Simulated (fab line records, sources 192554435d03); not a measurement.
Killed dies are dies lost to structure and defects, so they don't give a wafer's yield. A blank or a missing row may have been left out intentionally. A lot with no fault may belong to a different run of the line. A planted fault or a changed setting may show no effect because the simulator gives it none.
Chamber matching / flow n5 finfet / rie diel-01 running N5_BEOL_M14_STRIP_64: 4 sister chambers
The step strips in O2. 4 wafers are shown with their chamber, then 6 later ones without.

== WAFERS, EACH WITH ITS CHAMBER ==
wafer=L936.5; chamber=3; throttle valve pct (%)=16.24
wafer=L939.6; chamber=2; throttle valve pct (%)=16.76
wafer=L943.2; chamber=0; throttle valve pct (%)=16.73
wafer=L943.3; chamber=1; throttle valve pct (%)=16.75

== WAFERS WITH NO CHAMBER GIVEN ==
wafer=L943.5; throttle valve pct (%)=16.75
wafer=L944.3; throttle valve pct (%)=16.78
wafer=L944.5; throttle valve pct (%)=16.25
wafer=L948.1; throttle valve pct (%)=16.80
wafer=L948.2; throttle valve pct (%)=16.75
wafer=L948.3; throttle valve pct (%)=16.28

== CHAMBER TAKEN BY EACH ==
wafer=L943.5; from the rows above=can't be placed: 1 or 2 or 0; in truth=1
wafer=L944.3; from the rows above=can't be placed: 2 or 1 or 0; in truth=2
wafer=L944.5; from the rows above=3; in truth=3
wafer=L948.1; from the rows above=can't be placed: 2 or 1 or 0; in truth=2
wafer=L948.2; from the rows above=can't be placed: 1 or 2 or 0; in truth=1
wafer=L948.3; from the rows above=3; in truth=3
Placed correctly: 2 of 6. Not placeable from these rows: 4 (in 4, the candidates include the true chamber). 0 placed wrongly.
How it was worked out, from the rows above alone: a wafer's distance from a chamber is the root of the sum, over the readings, of the square of ((its reading less the chamber's mean) divided by the reading's scatter). If the next closest chamber is less than 2 further off than the closest, the wafer can't be placed; otherwise it belongs to the closest. A chamber's mean is the mean of its shown wafers. The scatter (one wafer shown for each chamber): square how far every hidden wafer sits from the nearest shown wafer, average those squares and take the square root.
